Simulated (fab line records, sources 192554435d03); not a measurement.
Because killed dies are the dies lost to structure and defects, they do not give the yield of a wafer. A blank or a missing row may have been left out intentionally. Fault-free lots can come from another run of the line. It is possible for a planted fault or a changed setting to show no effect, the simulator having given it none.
Split-lot study || flow n5-finfet || on a route of 1938 steps: 7 lots, 21 wafers read

== SPLIT DETAILS ==
At N5_BEOL_M2_EXPOSE_08 (exposes mask M2), the setting dose-mj was moved away from the recipe's 41.25 on 6 of the 21 wafers read, by -6.0% to +5.7%. All remaining wafers had this setting at the recipe value.

== FROM THE SPLIT TO THE READING: what the file shows between them, 2 steps ==
- N5_BEOL_M2_PEB_09: peb time 60 s
- N5_BEOL_M2_DEVELOP_10: develop time 30 s

== THE READING ==
At N5_BEOL_M2_CD_MEAS_11: cd-nm in nanometres, against a target cd of 16.79 nm. Typical for fault-free wafers on this fab line: 16.74 nm, with standard deviation 0.27 nm.

{"wafer": "L079.1", "tool, chamber at the split": "euv-scanner-01, 0", "dose-mj as run": 41.25, "against the recipe": "recipe", "cd-nm, nm": 16.56, "against lot-mates on the recipe": "-"}
{"wafer": "L079.2", "tool, chamber at the split": "euv-scanner-01, 0", "dose-mj as run": 38.78, "against the recipe": "-6.0%", "cd-nm, nm": 15.55, "against lot-mates on the recipe": -1.20}
{"wafer": "L079.5", "tool, chamber at the split": "euv-scanner-01, 0", "dose-mj as run": 41.25, "against the recipe": "recipe", "cd-nm, nm": 16.94, "against lot-mates on the recipe": "-"}
{"wafer": "L080.1", "tool, chamber at the split": "euv-scanner-01, 0", "dose-mj as run": 41.25, "against the recipe": "recipe", "cd-nm, nm": 16.58, "against lot-mates on the recipe": "-"}
{"wafer": "L080.3", "tool, chamber at the split": "euv-scanner-01, 0", "dose-mj as run": 41.25, "against the recipe": "recipe", "cd-nm, nm": 16.90, "against lot-mates on the recipe": "-"}
{"wafer": "L080.5", "tool, chamber at the split": "euv-scanner-01, 0", "dose-mj as run": 41.25, "against the recipe": "recipe", "cd-nm, nm": 16.65, "against lot-mates on the recipe": "-"}
{"wafer": "L084.2", "tool, chamber at the split": "euv-scanner-01, 0", "dose-mj as run": 41.25, "against the recipe": "recipe", "cd-nm, nm": 16.42, "against lot-mates on the recipe": "-"}
{"wafer": "L084.3", "tool, chamber at the split": "euv-scanner-01, 0", "dose-mj as run": 41.25, "against the recipe": "recipe", "cd-nm, nm": 17.15, "against lot-mates on the recipe": "-"}
{"wafer": "L084.4", "tool, chamber at the split": "euv-scanner-01, 0", "dose-mj as run": 41.25, "against the recipe": "recipe", "cd-nm, nm": 16.99, "against lot-mates on the recipe": "-"}
{"wafer": "L088.1", "tool, chamber at the split": "euv-scanner-02, 0", "dose-mj as run": 41.25, "against the recipe": "recipe", "cd-nm, nm": 16.95, "against lot-mates on the recipe": "-"}
{"wafer": "L088.3", "tool, chamber at the split": "euv-scanner-02, 0", "dose-mj as run": 41.25, "against the recipe": "recipe", "cd-nm, nm": 16.84, "against lot-mates on the recipe": "-"}
{"wafer": "L088.4", "tool, chamber at the split": "euv-scanner-02, 0", "dose-mj as run": 41.25, "against the recipe": "recipe", "cd-nm, nm": 16.66, "against lot-mates on the recipe": "-"}
{"wafer": "L089.2", "tool, chamber at the split": "euv-scanner-02, 0", "dose-mj as run": 42.62, "against the recipe": "+3.3%", "cd-nm, nm": 17.06, "against lot-mates on the recipe": "+0.37"}
{"wafer": "L089.3", "tool, chamber at the split": "euv-scanner-02, 0", "dose-mj as run": 41.25, "against the recipe": "recipe", "cd-nm, nm": 16.55, "against lot-mates on the recipe": "-"}
{"wafer": "L089.6", "tool, chamber at the split": "euv-scanner-02, 0", "dose-mj as run": 41.25, "against the recipe": "recipe", "cd-nm, nm": 16.83, "against lot-mates on the recipe": "-"}
{"wafer": "L091.3", "tool, chamber at the split": "euv-scanner-02, 0", "dose-mj as run": 41.25, "against the recipe": "recipe", "cd-nm, nm": 16.29, "against lot-mates on the recipe": "-"}
{"wafer": "L091.4", "tool, chamber at the split": "euv-scanner-02, 0", "dose-mj as run": 42.8, "against the recipe": "+3.8%", "cd-nm, nm": 17.50, "against lot-mates on the recipe": "+1.21"}
{"wafer": "L091.6", "tool, chamber at the split": "euv-scanner-02, 0", "dose-mj as run": 42.8, "against the recipe": "+3.8%", "cd-nm, nm": 17.22, "against lot-mates on the recipe": "+0.93"}
{"wafer": "L096.1", "tool, chamber at the split": "euv-scanner-01, 0", "dose-mj as run": 43.61, "against the recipe": "+5.7%", "cd-nm, nm": 17.84, "against lot-mates on the recipe": "+1.35"}
{"wafer": "L096.3", "tool, chamber at the split": "euv-scanner-01, 0", "dose-mj as run": 41.25, "against the recipe": "recipe", "cd-nm, nm": 16.49, "against lot-mates on the recipe": "-"}
{"wafer": "L096.4", "tool, chamber at the split": "euv-scanner-01, 0", "dose-mj as run": 43.61, "against the recipe": "+5.7%", "cd-nm, nm": 17.77, "against lot-mates on the recipe": "+1.28"}

THE FIT
A straight line over all 21 wafers: cd-nm changes by +0.182 nm for each +1% of dose-mj; r = +0.90; the points scatter about the line by 0.22 nm.
The same after taking each lot's own level away (the mean of its wafers on the recipe; 21 wafers): +0.222 nm for each +1%; r = +0.94; scatter 0.21 nm.
The reading moves by 1.3 nm for the largest change in dose-mj, on that fit.
Measured against the standard deviation above, the lots' own levels, which go from 16.290 to 16.853 nm, span 2.1 times it.
Hence the slope depends on the lot-to-lot level, as the two fits are not the same.
Check: -1.4 nm against its lot-mates is what the line predicts for one of the wafers moved furthest among these (-6.0%) when that wafer is left out of the fit. It came out at -1.2 nm against them.

== THE WHOLE CHAIN: every reading that the file lists as answering this split, in the file's order ==
{"step": "N5_BEOL_M2_CD_MEAS_11", "what it does": "target cd 16.79 nm", "reading": "cd-nm", "change (the file's fit)": "+0.213 nm for each +1% of the setting", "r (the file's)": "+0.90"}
{"step": "N5_BEOL_M2_ETCH_74", "what it does": "etches underlayer in N2/H2, target depth 6.5 nm, time 5.2 s", "reading": "BEOL_M2.cd-offset-nm (the simulator's own value, which no gauge read)", "change (the file's fit)": "+0.197 nm for each +1% of the setting", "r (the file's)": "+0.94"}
{"step": "N5_BEOL_M2_ETCH_63", "what it does": "etches SiARC in CF4, target depth 15.6 nm, time 26 s", "reading": "BEOL_M2.cd-offset-nm (the simulator's own value, which no gauge read)", "change (the file's fit)": "+0.21 nm for each +1% of the setting", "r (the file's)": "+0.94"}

== FILE'S OWN FIT ==
cd-nm changes by +0.213 nm for each +1% of dose-mj, r = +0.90.
